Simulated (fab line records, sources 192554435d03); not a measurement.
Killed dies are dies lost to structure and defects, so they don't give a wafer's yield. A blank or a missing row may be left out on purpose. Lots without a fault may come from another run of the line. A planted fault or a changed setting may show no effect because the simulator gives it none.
A struck lot beside a sound one | flow n5_finfet | 14 steps out of a route of 1938
Sound: wafers L292.1, L292.3, L292.6. Struck: wafers L287.2, L287.4, L287.6. The cause comes at the end.
At each step with rows: each side's tool, then ch and its chambers, then its first start. Under that, the readings that differ: sound wafers | struck wafers | difference of the means | sigmas: that difference in standard deviations of wafers without a fault.
alike: readings whose means differ by less than 2 such deviations, and words and numbers that are the same on both sides. not compared: withheld readings, readings that some wafer has no value for, bounds like >300 that may hide the same value, and numbers for which the record gives no deviation and whose values overlap.
The two part at a step that has a row with sigmas, a row that says differs or no value, or rows on one side only. Numbers that don't overlap but have no deviation are shown without sigmas and don't part them. A reading that every wafer of one side lacks parts them only if that side has two wafers or more.

N5_WELL_APT_RTA_34: time 10 s.
  sound on rtp_anneal-02 ch 0, day 5 10:08; struck on rtp_anneal-02 ch 0, day 4 04:04
  alike: anneal_temp_c_max, lamp_power_pct, lamp_zone_3_pct, wafer_temp_C_max
then, 4 steps without rows for these wafers: N5_WELL_APT_OXIDE_STRIP_42 (strips SiO2 in dHF, time 45 s, target depth 12 nm); N5_WELL_APT_PRECLEAN_36 (cleans in O3/DIW, time 45 s); N5_WELL_APT_PRECLEAN_39 (cleans in dHF, time 60 s); N5_WELL_APT_SRD_37 (time 30 s).
N5_WELL_APT_EPI_41: deposits Si from SiH4/H2, target thk 50 nm, time 297.7 s.
  sound on epi_rpcvd-03 ch 0, day 5 10:23; struck on epi_rpcvd-01 ch 0, day 4 04:23
  alike: throttle_valve_pct
N5_WELL_APT_INSPECT_38: inspects for defects (darkfield).
  sound on defect_inspect-02, day 5 11:01; struck on defect_inspect-01, day 4 04:55
  alike: raw_defect_count
N5_PMOS_HMC_CHANNEL_EPI_HM_DEP_34: deposits SiO2 from TEOS/O2, target thk 36 nm, time 6.9 s.
  sound on pecvd-03 ch 0,1, day 5 11:04; struck on pecvd-02 ch 2, day 4 04:57
  alike: heater_power_w, showerhead_plenum_p_Torr, throttle_valve_pct
then, 4 steps without rows for these wafers: N5_PMOS_HMC_CHANNEL_EPI_COAT_31 (time 60 s, resist thk 66 nm); N5_PMOS_HMC_CHANNEL_EPI_COAT_03 (resist thk 205 nm); N5_PMOS_HMC_CHANNEL_EPI_EBR_05; N5_PMOS_HMC_CHANNEL_EPI_SOFTBAKE_04 (time 60 s).
N5_PMOS_HMC_CHANNEL_EPI_EXPOSE_06: exposes mask PMOS HMC BLK, target cd 240 nm.
  sound on arfi_scanner-03 ch 0, day 5 11:13; struck on arfi_scanner-03, day 4 05:07
  no value came back on the struck wafers for exposure_dose_mJ_cm2, focus_offset_nm (nm), sigma_outer; on the sound wafers exposure_dose_mJ_cm2 reads 40.90 40.87 40.94
  alike: mask
then, 1 step without rows for these wafers: N5_PMOS_HMC_CHANNEL_EPI_PEB_07 (peb time 60 s).

WHERE THEY PART
Only at N5_PMOS_HMC_CHANNEL_EPI_EXPOSE_06, within this record.

WHY: what the simulator had put in
Skipped step whole: arfi_scanner-03, from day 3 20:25 on, at N5_PMOS_HMC_CHANNEL_EPI_EXPOSE_06. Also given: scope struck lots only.
